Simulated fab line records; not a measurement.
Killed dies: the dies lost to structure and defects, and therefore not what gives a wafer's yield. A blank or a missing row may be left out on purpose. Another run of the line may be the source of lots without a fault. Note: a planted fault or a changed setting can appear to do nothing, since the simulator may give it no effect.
fab line records	flow n5Finfet
[record] lots = 24	wafers = 72	lastDay = 18
route steps=1938 shown BEOL_M11@1593 BEOL_M12@1619
lots with no fault: from the same line, run without faults
startH: hours from the record's opening day to when the first of the lot's shown wafers began	waitH: hours since the lot's step before	" same as the row above	L1.1+2: one row covering several wafers at once	- value missing, or start not given	* or withheld: withheld	< > ~ a bound
route shown NAME@n: a module of which the file shows steps, and the number in the route of the first	usual: mean/standard deviation of fault-free wafers	same: alike in all rows	chamber/n: place in a boat	sites: each site's reading	_std_site: the values' standard deviation	_edge_site: mean of outer sites minus mean of inner sites	radiusMm: how far each site lies from the wafer's centre	mask NAME#n: copy n	behind: the tool/chamber that last shaped the wafer	hold: what put the lot on hold/how long, in hours/how the hold closed	device: names the non-switching transistor (n, p or np)	end of line: tests run on the same wafers once the route is complete	step lacking rows: just its recipe	killed: the dies lost at the first sort to structure and to defects; this is not the yield of the wafer	map: a wafer's dies, marking killed ones x, the rest . and places with no die _
set.NAME: the setting the step ran with; set.NAME@STEP: the setting that earlier step ran with	model.NAME: the simulator's own value behind a step, which no gauge read
the route's steps for a sample of lots (tables are steps, rows are wafers)
services: the hour from which a tool's chamber was out of use, counted from the record's first day as startH (under 0 if before that day), plus the number of hours and why
[[steps]]
[step N5_BEOL_M11_SPUTTER_48]
[recipe] material = Cu	targetThkA = 120	tempC = -20	biasV = 60	powerW = 26000	chamberPressurePa = 0.13	timeS = 2
[usual] chamberPressurePa = 0.12998/0.00026	throttleValvePct = 30.0/1.2
lot.wafer	tool	chamber	startH	waitH	chamberPressurePa	throttleValvePct
L074.3	pvdSputter-02	-	227.14	0.1	0.12999	29.1
L074.4	"	-	"	"	0.13002	30.1
L074.5	"	-	"	"	0.13026	32.5
L075.2	pvdSputter-02	-	236.16	0.1	0.12983	29.1
L075.5	"	-	"	"	0.12984	29.3
L075.6	"	-	"	"	0.13013	32.3
L076.1	pvdSputter-02	-	249.13	0.1	0.13008	32.3
L076.4	"	-	"	"	0.13016	30.0
L076.6	"	-	"	"	0.13018	32.6
L080.3	pvdSputter-01	-	266.57	0.1	0.12978	30.6
L080.4	"	-	"	"	0.13003	29.9
L080.5	"	-	"	"	0.13035	31.7
L079.3	pvdSputter-01	-	272.16	0.2	0.13003	30.2
L079.4	"	-	"	"	0.13001	31.6
L079.6	"	-	"	"	0.12961	30.0
L078.1	pvdSputter-01	-	272.24	0.1	0.13002	30.3
L078.2	"	-	"	"	0.13016	30.0
L078.5	"	-	"	"	0.13024	31.5
L077.3	pvdSputter-01	-	272.36	0.1	0.12945	31.3
L077.5	"	-	"	"	0.12995	30.1
L077.6	"	-	"	"	0.12958	28.3
L083.2	pvdSputter-03	-	276.23	0.6	0.12998	29.4
L083.5	"	-	"	"	0.13008	29.1
L083.6	"	-	"	"	0.1303	28.6
L082.2	pvdSputter-02	-	276.26	0.4	0.12967	29.8
L082.3	"	-	"	"	0.12986	29.3
L082.6	"	-	"	"	0.12945	29.7
L081.1	pvdSputter-01	-	283.75	0.1	0.13031	29.9
L081.5	"	-	"	"	0.13043	30.2
L081.6	"	-	"	"	0.12998	30.3
L084.1	pvdSputter-02	-	301.35	0.1	0.13004	30.3
L084.3	"	-	"	"	0.12983	29.0
L084.4	"	-	"	"	0.13042	29.9
L085.1	pvdSputter-03	-	310.74	0.1	0.12989	28.6
L085.4	"	-	"	"	0.13019	28.9
L085.6	"	-	"	"	0.12956	29.2
L086.1	pvdSputter-03	-	314.79	0.1	0.13013	29.3
L086.3	"	-	"	"	0.12999	28.6
L086.5	"	-	"	"	0.13023	31.3
L088.1	pvdSputter-02	-	319.49	0.1	0.13046	32.2
L088.3	"	-	"	"	0.12997	29.1
L088.4	"	-	"	"	0.13023	30.4
L087.1	pvdSputter-03	-	327.05	2.1	0.13031	31.1
L087.4	"	-	"	"	0.12994	28.9
L087.5	"	-	"	"	0.1303	31.0
L089.1	pvdSputter-01	-	336.88	0.1	0.12966	30.3
L089.4	"	-	"	"	0.13009	31.3
L089.5	"	-	"	"	0.12989	28.2
L091.2	pvdSputter-02	-	345.33	0.2	0.12969	29.7
L091.3	"	-	"	"	0.12948	30.3
L091.6	"	-	"	"	0.12983	29.4
L090.1	pvdSputter-03	-	345.55	0.1	0.12965	31.0
L090.2	"	-	"	"	0.13012	28.6
L090.5	"	-	"	"	0.12949	30.9
L092.2	pvdSputter-03	-	346.11	0.3	0.12988	28.9
L092.3	"	-	"	"	0.1294	28.5
L092.4	"	-	"	"	0.12972	30.8
L093.1	pvdSputter-01	-	350.20	0.1	0.13008	30.1
L093.3	"	-	"	"	0.12998	31.3
L093.6	"	-	"	"	0.12992	28.6
L094.2	pvdSputter-03	-	367.30	0.1	0.12997	30.8
L094.3	"	-	"	"	0.12991	28.7
L094.5	"	-	"	"	0.13029	29.0
L095.1	pvdSputter-01	-	368.79	0.2	0.1304	30.5
L095.3	"	-	"	"	0.13014	28.0
L095.4	"	-	"	"	0.13004	30.3
L096.1	pvdSputter-02	-	379.84	0.1	0.12991	32.3
L096.3	"	-	"	"	0.12975	30.0
L096.5	"	-	"	"	0.12996	30.4
L097.1	pvdSputter-03	-	383.07	0.2	0.12992	28.9
L097.3	"	-	"	"	0.13006	28.6
L097.5	"	-	"	"	0.1295	28.7
[step N5_BEOL_M11_THK_MEAS_53]
[recipe] thkMeasGauge = xrf	reads = Cu_of_BEOL_M11_ECD_50
[usual] M11_THK = 138/3.5
lot.wafer	tool	chamber	startH	waitH	M11_THK[nm]
L074.3	filmMetro-02	-	229.65	-	140
L074.4	"	-	"	"	136
L074.5	"	-	"	"	137
L075.2	filmMetro-02	-	237.03	-	143
L075.5	"	-	"	"	137
L075.6	"	-	"	"	144
L076.1	filmMetro-02	-	250.04	-	143
L076.4	"	-	"	"	137
L076.6	"	-	"	"	135
L080.3	filmMetro-01	-	267.39	-	138
L080.4	"	-	"	"	140
L080.5	"	-	"	"	136
L079.3	filmMetro-02	-	272.98	-	148
L079.4	"	-	"	"	142
L079.6	"	-	"	"	140
L078.1	filmMetro-02	-	273.25	-	138
L078.2	"	-	"	"	147
L078.5	"	-	"	"	137
L077.3	filmMetro-02	-	273.52	-	139
L077.5	"	-	"	"	139
L077.6	"	-	"	"	145
L083.2	filmMetro-02	-	277.21	-	144
L083.5	"	-	"	"	140
L083.6	"	-	"	"	146
L082.2	filmMetro-02	-	277.44	-	137
L082.3	"	-	"	"	138
L082.6	"	-	"	"	135
L081.1	filmMetro-01	-	284.58	-	138
L081.5	"	-	"	"	139
L081.6	"	-	"	"	137
L084.1	filmMetro-02	-	302.75	-	136
L084.3	"	-	"	"	135
L084.4	"	-	"	"	140
L085.1	filmMetro-01	-	311.55	-	132
L085.4	"	-	"	"	131
L085.6	"	-	"	"	134
L086.1	filmMetro-02	-	316.03	-	131
L086.3	"	-	"	"	139
L086.5	"	-	"	"	138
L088.1	filmMetro-01	-	320.41	-	136
L088.3	"	-	"	"	140
L088.4	"	-	"	"	132
L087.1	filmMetro-02	-	328.07	-	137
L087.4	"	-	"	"	140
L087.5	"	-	"	"	139
L089.1	filmMetro-01	-	337.71	-	142
L089.4	"	-	"	"	138
L089.5	"	-	"	"	141
L091.2	filmMetro-01	-	346.38	-	137
L091.3	"	-	"	"	136
L091.6	"	-	"	"	140
L090.1	filmMetro-01	-	346.40	-	132
L090.2	"	-	"	"	132
L090.5	"	-	"	"	138
L092.2	filmMetro-01	-	346.93	-	135
L092.3	"	-	"	"	138
L092.4	"	-	"	"	134
L093.1	filmMetro-01	-	351.52	-	131
L093.3	"	-	"	"	140
L093.6	"	-	"	"	134
L094.2	filmMetro-01	-	368.50	-	136
L094.3	"	-	"	"	131
L094.5	"	-	"	"	136
L095.1	filmMetro-01	-	369.74	-	134
L095.3	"	-	"	"	134
L095.4	"	-	"	"	138
L096.1	filmMetro-02	-	381.13	-	144
L096.3	"	-	"	"	139
L096.5	"	-	"	"	140
L097.1	filmMetro-01	-	383.88	-	138
L097.3	"	-	"	"	133
L097.5	"	-	"	"	136
[step N5_BEOL_M12_STRIP_64]
[recipe] chemistry = N2/H2	powerW = 1000	tempC = 250	h2Frac = 0.65	overashFraction = 0.3	pressureMtorr = withheld	n2FlowSccm = 1750	h2FlowSccm = 3250
[usual] drypumpMotorCurrentA = 5.76/0.28	h2FlowSccm = 3250/10	heaterPowerW = 334/13	n2FlowSccm = 1749/5	oesProductAu = 0.714/0.0048	stripTimeToEndpointS = 31.24/0.08
lot.wafer	tool	chamber	startH	waitH	drypumpMotorCurrentA	h2FlowSccm	heaterPowerW	n2FlowSccm	oesProductAu	rfHoursCounterH	stripTimeToEndpointS
L074.3	plasmaAsher-02	1	230.85	0.0	6.00	3255	348	1755	0.712	-	31.13
L074.4	"	0	"	"	5.35	3262	321	1744	0.726	-	31.21
L074.5	"	1	"	"	5.98	3241	351	1753	0.713	-	31.21
L075.2	plasmaAsher-01	1	238.55	0.0	5.84	3221	352	1752	0.720	117	31.28
L075.5	"	0	"	"	6.02	3232	340	1753	0.706	-	31.26
L075.6	"	1	"	"	5.82	3236	337	1761	0.711	-	31.14
L076.1	plasmaAsher-02	0	251.10	0.0	5.35	3242	316	1752	0.712	74	31.25
L076.4	"	1	"	"	5.95	3248	344	1738	0.707	-	31.27
L076.6	"	0	"	"	5.36	3242	317	1747	0.714	-	31.34
L080.3	plasmaAsher-02	1	268.59	0.0	5.98	3242	345	1755	0.717	-	31.13
L080.4	"	0	"	"	5.36	3226	317	1750	0.714	-	31.19
L080.5	"	1	"	"	5.97	3238	348	1749	0.717	-	31.17
L079.3	plasmaAsher-01	1	274.07	0.0	5.83	3251	348	1752	0.719	-	31.18
L079.4	"	0	"	"	6.00	3253	336	1746	0.717	-	31.20
L079.6	"	0	"	"	6.02	3239	331	1757	0.719	-	31.22
L078.1	plasmaAsher-02	1	274.55	0.0	5.98	3235	349	1748	0.716	78	31.16
L078.2	"	0	"	"	5.37	3256	323	1750	0.713	78	31.16
L078.5	"	1	"	"	5.99	3240	350	1750	0.713	-	31.08
L077.3	plasmaAsher-01	1	274.72	0.0	5.80	3233	344	1748	0.714	-	31.46
L077.5	"	1	"	"	5.80	3246	342	1750	0.719	-	31.41
L077.6	"	0	"	"	6.02	3263	330	1743	0.718	-	31.27
L083.2	plasmaAsher-01	1	278.44	0.0	5.83	3252	343	1752	0.713	124	31.27
L083.5	"	1	"	"	5.82	3245	350	1750	0.716	-	31.17
L083.6	"	0	"	"	6.01	3249	328	1755	0.722	-	31.19
L082.2	plasmaAsher-02	1	278.71	0.0	5.96	3231	343	1748	0.708	79	31.32
L082.3	"	0	"	"	5.36	3258	320	1745	0.713	-	31.27
L082.6	"	0	"	"	5.36	3256	318	1746	0.713	-	31.22
L081.1	plasmaAsher-01	0	286.39	0.0	6.02	3265	332	1745	0.705	126	31.26
L081.5	"	1	"	"	5.81	3244	342	1745	0.715	-	31.28
L081.6	"	0	"	"	6.03	3269	332	1750	0.714	-	31.23
L084.1	plasmaAsher-01	0	303.85	0.0	6.01	3250	338	1743	0.721	129	31.27
L084.3	"	1	"	"	5.81	3251	346	1752	0.713	-	31.25
L084.4	"	0	"	"	6.02	3255	334	1746	0.710	-	31.27
L085.1	plasmaAsher-01	1	312.93	0.0	5.82	3264	343	1750	0.711	130	31.27
L085.4	"	1	"	"	5.84	3277	350	1747	0.720	-	31.20
L085.6	"	0	"	"	6.01	3246	320	1753	0.716	-	31.29
L086.1	plasmaAsher-02	0	317.08	0.0	5.35	3240	314	1741	0.710	88	31.48
L086.3	"	1	"	"	5.97	3240	333	1758	0.717	-	31.50
L086.5	"	1	"	"	5.95	3240	345	1748	0.714	-	31.44
L088.1	plasmaAsher-02	0	321.65	0.0	5.36	3258	315	1745	0.718	89	31.17
L088.3	"	1	"	"	5.97	3248	345	1755	0.714	-	31.16
L088.4	"	0	"	"	5.38	3248	319	1748	0.720	-	31.25
L087.1	plasmaAsher-01	1	329.13	0.0	5.83	3229	353	1747	0.717	134	31.21
L087.4	"	0	"	"	6.01	3254	333	1751	0.714	-	31.26
L087.5	"	0	"	"	6.01	3247	342	1747	0.707	-	31.19
L089.1	plasmaAsher-02	0	338.82	0.0	5.36	3252	315	1751	0.717	92	31.23
L089.4	"	1	"	"	5.99	3251	347	1749	0.714	-	31.32
L089.5	"	1	"	"	5.96	3256	346	1753	0.715	-	31.35
L091.2	plasmaAsher-02	0	347.45	0.0	5.37	3242	322	1744	0.710	93	31.17
L091.3	"	1	"	"	5.97	3244	347	1746	0.722	-	31.31
L091.6	"	0	"	"	5.38	3250	316	1753	0.712	-	31.18
L090.1	plasmaAsher-02	0	347.83	0.0	5.34	3257	312	1759	0.717	93	31.22
L090.2	"	1	"	"	5.98	3237	353	1751	0.711	93	31.28
L090.5	"	0	"	"	5.37	3265	315	1749	0.715	-	31.28
L092.2	plasmaAsher-02	1	348.16	0.0	5.96	3258	339	1748	0.720	93	31.17
L092.3	"	1	"	"	5.98	3255	348	1752	0.714	-	31.27
L092.4	"	0	"	"	5.35	3254	322	1746	0.715	-	31.18
L093.1	plasmaAsher-02	1	353.75	0.0	5.99	3254	355	1749	0.706	94	31.31
L093.3	"	1	"	"	5.98	3262	339	1758	0.713	-	31.26
L093.6	"	0	"	"	5.38	3262	319	1741	0.717	-	31.24
L094.2	plasmaAsher-02	1	369.76	0.0	5.98	3233	343	1743	0.717	98	31.32
L094.3	"	1	"	"	5.98	3240	343	1744	0.714	-	31.28
L094.5	"	0	"	"	5.38	3261	319	1754	0.709	-	31.27
L095.1	plasmaAsher-01	1	371.05	0.0	5.81	3255	336	1740	0.714	142	31.24
L095.3	"	1	"	"	5.81	3245	344	1749	0.722	-	31.27
L095.4	"	0	"	"	6.02	3258	340	1756	0.717	-	31.21
L096.1	plasmaAsher-02	1	382.38	0.0	5.98	3243	343	1751	0.717	100	31.27
L096.3	"	1	"	"	5.98	3250	350	1750	0.714	-	31.26
L096.5	"	1	"	"	6.00	3238	349	1750	0.711	-	31.23
L097.1	plasmaAsher-02	1	385.07	0.0	5.99	3254	350	1737	0.715	101	31.21
L097.3	"	1	"	"	5.97	3256	355	1740	0.713	-	31.14
L097.5	"	1	"	"	5.96	3256	348	1736	0.706	-	31.13
[step N5_BEOL_M12_CD_MEAS_17]
[recipe] targetCdNm = 140	polarity = opening
[usual] cdNm = 140.7/2.1
lot.wafer	tool	chamber	startH	waitH	cdNm
L074.3	cdSem-02	-	230.98	0.0	138.5
L074.4	"	-	"	"	142.5
L074.5	"	-	"	"	144.4
L075.2	cdSem-02	-	238.70	0.0	137.4
L075.5	"	-	"	"	139.2
L075.6	"	-	"	"	137.9
L076.1	cdSem-03	-	251.25	0.0	143.3
L076.4	"	-	"	"	142.3
L076.6	"	-	"	"	143.3
L080.3	cdSem-01	-	268.72	0.0	141.1
L080.4	"	-	"	"	143.1
L080.5	"	-	"	"	143.8
L079.3	cdSem-01	-	274.24	0.0	142.0
L079.4	"	-	"	"	139.9
L079.6	"	-	"	"	141.3
L078.1	cdSem-02	-	274.74	0.0	143.7
L078.2	"	-	"	"	142.9
L078.5	"	-	"	"	142.6
L077.3	cdSem-02	-	274.89	0.0	142.2
L077.5	"	-	"	"	144.0
L077.6	"	-	"	"	143.6
L083.2	cdSem-02	-	278.59	0.0	141.3
L083.5	"	-	"	"	143.3
L083.6	"	-	"	"	143.4
L082.2	cdSem-02	-	278.85	0.0	138.3
L082.3	"	-	"	"	137.0
L082.6	"	-	"	"	137.7
L081.1	cdSem-01	-	286.54	0.0	141.6
L081.5	"	-	"	"	137.6
L081.6	"	-	"	"	135.8
L084.1	cdSem-02	-	304.00	0.0	142.2
L084.3	"	-	"	"	144.7
L084.4	"	-	"	"	140.2
L085.1	cdSem-02	-	313.08	0.0	139.7
L085.4	"	-	"	"	138.2
L085.6	"	-	"	"	142.8
L086.1	cdSem-03	-	317.23	0.0	141.5
L086.3	"	-	"	"	141.5
L086.5	"	-	"	"	141.9
L088.1	cdSem-03	-	322.28	0.0	140.7
L088.3	"	-	"	"	140.7
L088.4	"	-	"	"	139.0
L087.1	cdSem-03	-	329.28	0.0	140.0
L087.4	"	-	"	"	141.8
L087.5	"	-	"	"	142.2
L089.1	cdSem-02	-	338.97	0.0	141.3
L089.4	"	-	"	"	140.2
L089.5	"	-	"	"	138.7
L091.2	cdSem-01	-	347.66	0.0	140.8
L091.3	"	-	"	"	139.1
L091.6	"	-	"	"	137.6
L090.1	cdSem-03	-	347.97	0.0	138.0
L090.2	"	-	"	"	139.0
L090.5	"	-	"	"	139.8
L092.2	cdSem-03	-	348.31	0.0	143.6
L092.3	"	-	"	"	142.1
L092.4	"	-	"	"	142.7
L093.1	cdSem-01	-	353.90	0.0	139.2
L093.3	"	-	"	"	138.9
L093.6	"	-	"	"	138.5
L094.2	cdSem-02	-	369.91	0.0	140.9
L094.3	"	-	"	"	141.3
L094.5	"	-	"	"	140.1
L095.1	cdSem-03	-	371.20	0.0	139.9
L095.3	"	-	"	"	139.4
L095.4	"	-	"	"	141.2
L096.1	cdSem-03	-	382.53	0.0	138.2
L096.3	"	-	"	"	136.3
L096.5	"	-	"	"	138.9
L097.1	cdSem-03	-	385.22	0.0	133.6
L097.3	"	-	"	"	138.8
L097.5	"	-	"	"	137.9
[step N5_BEOL_M12_CD_MEAS_28]
[recipe] targetCdNm = 160.2	landingEnergyEv = 500	detector = seInlens	polarity = opening
[usual] cdNm = 160.2/1.4
lot.wafer	tool	chamber	startH	waitH	cdNm
L074.3	cdSem-01	0	231.31	-	158.8
L074.4	"	0	"	"	160.1
L074.5	"	0	"	"	159.6
L075.2	cdSem-02	0	239.03	-	157.6
L075.5	"	0	"	"	160.3
L075.6	"	0	"	"	159.6
L076.1	cdSem-01	0	251.57	-	160.7
L076.4	"	0	"	"	160.7
L076.6	"	0	"	"	160.7
L080.3	cdSem-03	0	269.17	-	164.2
L080.4	"	0	"	"	163.8
L080.5	"	0	"	"	162.6
L079.3	cdSem-02	0	274.57	-	160.4
L079.4	"	0	"	"	161.7
L079.6	"	0	"	"	160.2
L078.1	cdSem-02	0	275.06	-	162.3
L078.2	"	0	"	"	160.8
L078.5	"	0	"	"	162.0
L077.3	cdSem-02	0	275.34	-	162.1
L077.5	"	0	"	"	161.4
L077.6	"	0	"	"	161.7
L083.2	cdSem-02	0	279.04	-	159.4
L083.5	"	0	"	"	159.7
L083.6	"	0	"	"	159.0
L082.2	cdSem-02	0	279.30	-	157.5
L082.3	"	0	"	"	158.9
L082.6	"	0	"	"	161.2
L081.1	cdSem-02	0	286.99	-	159.4
L081.5	"	0	"	"	160.0
L081.6	"	0	"	"	159.5
L084.1	cdSem-01	0	304.33	-	161.3
L084.3	"	0	"	"	160.0
L084.4	"	0	"	"	161.2
L085.1	cdSem-02	0	313.40	-	158.4
L085.4	"	0	"	"	161.0
L085.6	"	0	"	"	159.4
L086.1	cdSem-01	0	317.56	-	158.0
L086.3	"	0	"	"	159.4
L086.5	"	0	"	"	157.7
L088.1	cdSem-03	0	322.74	-	158.6
L088.3	"	0	"	"	159.8
L088.4	"	0	"	"	160.9
L087.1	cdSem-01	0	329.73	-	159.3
L087.4	"	0	"	"	158.0
L087.5	"	0	"	"	161.1
L089.1	cdSem-01	0	339.42	-	162.4
L089.4	"	0	"	"	160.3
L089.5	"	0	"	"	159.3
L091.2	cdSem-03	0	348.11	-	160.1
L091.3	"	0	"	"	159.9
L091.6	"	0	"	"	157.3
L090.1	cdSem-03	0	348.43	-	158.3
L090.2	"	0	"	"	158.6
L090.5	"	0	"	"	156.9
L092.2	cdSem-03	0	348.76	-	159.7
L092.3	"	0	"	"	160.3
L092.4	"	0	"	"	160.9
L093.1	cdSem-03	0	354.35	-	160.6
L093.3	"	0	"	"	160.2
L093.6	"	0	"	"	161.4
L094.2	cdSem-01	0	370.23	-	161.7
L094.3	"	0	"	"	160.9
L094.5	"	0	"	"	161.8
L095.1	cdSem-01	0	371.53	-	157.9
L095.3	"	0	"	"	159.0
L095.4	"	0	"	"	159.7
L096.1	cdSem-03	0	382.98	-	161.0
L096.3	"	0	"	"	162.4
L096.5	"	0	"	"	161.0
L097.1	cdSem-03	0	385.67	-	161.9
L097.3	"	0	"	"	158.8
L097.5	"	0	"	"	161.4
[step N5_BEOL_M12_ETCH_67]
[recipe] chemistry = CF4	target = SiARC	targetDepthA = 1430	timeS = 238.3	ionEnergyEv = 80	pressureMtorr = 40	sourceW = 545	biasW = 36	Ar_flow_sccm = 100	cf4FlowSccm = 100	ends = cleared
[usual] drypumpMotorCurrentA = 5.7/0.47	etchRfOnTimeS = 239/5.2	oesProductAu = 0.70/0.079	rfVppV = 184.4/1.1	showerheadPlenumPTorr = 2.17/0.066	throttleValvePct = 15.50/0.17
lot.wafer	tool	chamber	startH	waitH	drypumpMotorCurrentA	etchRfOnTimeS	oesProductAu	rfHoursCounterH	rfVppV	showerheadPlenumPTorr	throttleValvePct
L074.3	rieDiel-02	0	231.43	0.0	5.3	241	0.59	220	182.8	2.03	15.56
L074.4	"	2	"	"	5.2	243	0.58	246	185.0	2.19	15.96
L074.5	"	0	"	"	5.3	241	0.59	-	183.1	2.03	15.57
L075.2	rieDiel-02	0	239.15	0.0	5.3	243	0.59	223	183.0	2.03	15.57
L075.5	"	2	"	"	5.2	242	0.58	-	184.0	2.19	16.00
L075.6	"	1	"	"	6.3	245	0.60	-	185.8	2.20	15.63
L076.1	rieDiel-04	1	251.70	0.0	6.3	229	0.80	19	184.0	2.09	15.20
L076.4	"	3	"	"	6.4	240	0.71	-	183.7	2.18	15.66
L076.6	"	0	"	"	6.7	238	0.74	-	185.7	2.27	15.53
L080.3	rieDiel-04	2	269.36	0.0	5.6	241	0.81	6	186.4	2.27	15.35
L080.4	"	0	"	"	6.7	231	0.74	33	185.0	2.26	15.55
L080.5	"	3	"	"	6.4	236	0.71	-	184.7	2.17	15.66
L079.3	rieDiel-02	2	274.69	0.0	5.2	238	0.86	1	184.8	2.19	15.51
L079.4	"	2	"	"	5.2	240	0.85	-	184.9	2.19	15.50
L079.6	"	0	"	"	5.3	246	0.58	-	182.6	2.03	15.59
L078.1	rieDiel-03	1	275.19	0.0	5.3	241	0.68	106	184.3	2.16	15.43
L078.2	"	3	"	"	5.7	236	0.77	31	185.6	2.27	15.47
L078.5	"	2	"	"	5.4	236	0.66	-	184.1	2.14	15.45
L077.3	rieDiel-04	2	275.46	0.0	5.6	244	0.80	8	185.3	2.27	15.35
L077.5	"	2	"	"	5.6	245	0.80	-	185.2	2.27	15.34
L077.6	"	3	"	"	6.4	240	0.70	-	184.0	2.17	15.67
L083.2	rieDiel-04	1	279.16	0.0	6.3	230	0.78	28	183.4	2.09	15.22
L083.5	"	3	"	"	6.4	241	0.71	-	185.2	2.17	15.67
L083.6	"	0	"	"	6.7	236	0.74	-	185.5	2.26	15.55
L082.2	rieDiel-02	2	279.57	0.0	5.3	236	0.85	3	183.5	2.19	15.50
L082.3	"	3	"	"	5.6	229	0.62	213	184.3	2.12	15.65
L082.6	"	3	"	"	5.6	231	0.62	-	183.6	2.12	15.67
L081.1	rieDiel-04	3	287.11	0.0	6.4	243	0.70	79	184.5	2.17	15.70
L081.5	"	0	"	"	6.7	239	0.72	-	186.6	2.26	15.56
L081.6	"	3	"	"	6.4	243	0.69	-	184.8	2.17	15.69
L084.1	rieDiel-03	2	304.45	0.0	5.5	243	0.64	144	183.9	2.14	15.48
L084.3	"	0	"	"	5.6	234	0.61	231	182.0	2.11	15.57
L084.4	"	1	"	"	5.3	243	0.67	115	184.8	2.15	15.44
L085.1	rieDiel-02	2	313.83	0.0	5.2	242	0.81	19	184.6	2.19	15.54
L085.4	"	3	"	"	5.6	234	0.60	-	184.9	2.11	15.69
L085.6	"	1	"	"	6.2	250	0.78	-	184.6	2.19	15.20
L086.1	rieDiel-04	2	317.68	0.0	5.6	246	0.76	22	186.7	2.27	15.38
L086.3	"	0	"	"	6.7	237	0.71	50	185.9	2.26	15.57
L086.5	"	2	"	"	5.6	242	0.77	-	186.0	2.26	15.39
L088.1	rieDiel-03	1	322.94	0.0	5.3	242	0.66	122	184.6	2.15	15.46
L088.3	"	0	"	"	5.6	231	0.61	237	182.7	2.11	15.59
L088.4	"	2	"	"	5.4	239	0.65	148	184.5	2.13	15.48
L087.1	rieDiel-02	3	329.85	0.0	5.6	229	0.60	235	183.0	2.11	15.71
L087.4	"	2	"	"	5.2	235	0.79	25	186.0	2.18	15.54
L087.5	"	1	"	"	6.2	245	0.77	-	184.9	2.19	15.21
L089.1	rieDiel-04	2	339.64	0.0	5.6	249	0.75	30	184.7	2.26	15.39
L089.4	"	1	"	"	6.3	231	0.75	50	183.6	2.08	15.26
L089.5	"	2	"	"	5.6	247	0.75	-	185.4	2.26	15.40
L091.2	rieDiel-03	2	348.37	0.0	5.4	237	0.64	156	184.6	2.13	15.48
L091.3	"	0	"	"	5.6	236	0.59	247	185.0	2.11	15.61
L091.6	"	3	"	"	5.7	236	0.74	-	185.9	2.26	15.50
L090.1	rieDiel-02	2	349.47	0.0	5.2	240	0.77	32	184.5	2.18	15.56
L090.2	"	1	"	"	6.2	249	0.76	23	184.4	2.19	15.22
L090.5	"	3	"	"	5.6	232	0.59	-	184.5	2.11	15.72
L092.2	rieDiel-03	1	350.39	0.0	5.3	242	0.66	131	183.5	2.15	15.48
L092.3	"	2	"	"	5.4	240	0.64	157	184.0	2.13	15.48
L092.4	"	3	"	"	5.7	235	0.74	57	186.1	2.26	15.51
L093.1	rieDiel-03	1	355.72	0.0	5.3	244	0.65	134	184.8	2.15	15.48
L093.3	"	2	"	"	5.5	240	0.63	161	185.3	2.13	15.51
L093.6	"	1	"	"	5.3	245	0.65	-	185.2	2.15	15.50
L094.2	rieDiel-03	2	370.41	0.0	5.4	238	0.62	169	182.4	2.13	15.53
L094.3	"	3	"	"	5.7	236	0.73	68	185.4	2.25	15.53
L094.5	"	1	"	"	5.3	240	0.65	-	185.3	2.14	15.48
L095.1	rieDiel-03	1	371.88	0.0	5.3	242	0.65	143	184.6	2.14	15.50
L095.3	"	2	"	"	5.5	241	0.62	170	183.8	2.13	15.52
L095.4	"	0	"	"	5.6	236	0.84	1	183.0	2.10	15.07
L096.1	rieDiel-03	0	383.15	0.0	5.6	235	0.82	5	183.4	2.10	15.09
L096.3	"	1	"	"	5.3	241	0.64	147	182.7	2.14	15.52
L096.5	"	2	"	"	5.4	237	0.63	-	183.0	2.13	15.53
L097.1	rieDiel-03	2	386.31	0.0	5.4	235	0.63	175	184.4	2.12	15.52
L097.3	"	1	"	"	5.3	242	0.65	149	183.6	2.14	15.51
L097.5	"	2	"	"	5.5	236	0.62	-	184.2	2.13	15.53
[[services]]
tool	chamber	startH	hours	kind
rieDiel-03	-	219.02	2.8	pm
pvdSputter-01	-	231.67	2.2	repair
rieDiel-04	2	235.93	-	clean
rieDiel-04	2	235.93	-	consumableReplace:focusRing
rieDiel-04	2	235.93	-	consumableReplace:showerhead
rieDiel-04	2	235.93	16.8	scheduledDown
pvdSputter-01	-	236.50	2.7	repair
rieDiel-03	0	259.75	6.6	repair
rieDiel-02	0	261.10	2.4	repair
plasmaAsher-02	-	286.02	2.0	repair
plasmaAsher-01	-	299.21	4.3	pm
rieDiel-03	0	310.73	1.4	repair
rieDiel-03	2	316.71	5.3	repair
pvdSputter-01	-	339.12	1.2	repair
rieDiel-04	3	341.69	14.3	repair
rieDiel-02	-	344.12	2.0	repair
rieDiel-04	1	345.68	5.8	repair
rieDiel-04	-	346.66	14.6	pm
rieDiel-03	0	353.91	-	clean
rieDiel-03	0	353.91	-	consumableReplace:focusRing
rieDiel-03	0	353.91	15.8	scheduledDown
rieDiel-03	0	353.91	15.8	ventCycle
rieDiel-02	0	362.01	4.7	repair
plasmaAsher-01	-	376.95	4.6	repair
[[key]]
fault none
